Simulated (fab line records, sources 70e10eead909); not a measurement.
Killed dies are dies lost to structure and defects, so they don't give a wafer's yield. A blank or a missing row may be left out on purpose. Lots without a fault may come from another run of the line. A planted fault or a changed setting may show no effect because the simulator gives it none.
Chamber matching | flow nand_harc | NHARC_A_STAIRCASE_DEP_325 on pecvd-01: 3 sister chambers
The step deposits SiO2, target thk 7200 nm. 14 wafers are shown with their chamber, then 7 later ones without.

WAFERS WITH THEIR CHAMBER
wafer  | chamber | heater_power_w (W)
L074.1 | 0       | 611
L074.2 | 1       | 701
L074.6 | 0       | 584
L077.1 | 2       | 667
L077.2 | 1       | 699
L077.4 | 2       | 644
L079.2 | 0       | 719
L079.3 | 2       | 775
L079.4 | 0       | 584
L088.1 | 2       | 740
L088.3 | 1       | 795
L088.4 | 0       | 607
L090.1 | 1       | 740
L090.3 | 0       | 771

SIGNATURES (means of the wafers above)
reading        | chamber 0 | chamber 1 | chamber 2 | scatter within a chamber
heater_power_w | 646.00    | 733.75    | 706.50    | 66.6
Rule: a wafer's distance from a chamber is the root of the sum, over the readings, of the square of ((its reading less the chamber's mean) divided by the reading's scatter). The wafer belongs to the nearest chamber; if the next one is less than 2 further off, it can't be placed. The scatter: the root of (the sum of the squares of (reading less its chamber's mean) over the shown wafers, divided by (wafers less chambers)).

WAFERS WITHOUT THEIR CHAMBER
wafer  | heater_power_w (W)
L090.5 | 631
L096.1 | 716
L096.4 | 620
L096.6 | 630
L095.1 | 747
L095.4 | 618
L095.6 | 633

WHICH CHAMBER EACH WENT THROUGH
wafer  | from the rows above          | in truth
L090.5 | can't be placed: 0 or 2 or 1 | 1
L096.1 | can't be placed: 2 or 1 or 0 | 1
L096.4 | can't be placed: 0 or 2 or 1 | 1
L096.6 | can't be placed: 0 or 2 or 1 | 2
L095.1 | can't be placed: 1 or 2 or 0 | 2
L095.4 | can't be placed: 0 or 2 or 1 | 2
L095.6 | can't be placed: 0 or 2 or 1 | 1
Placed correctly: 0 of 7. Can't be placed from these rows: 7 (the true chamber is among the candidates in 7). Placed wrongly: 0.
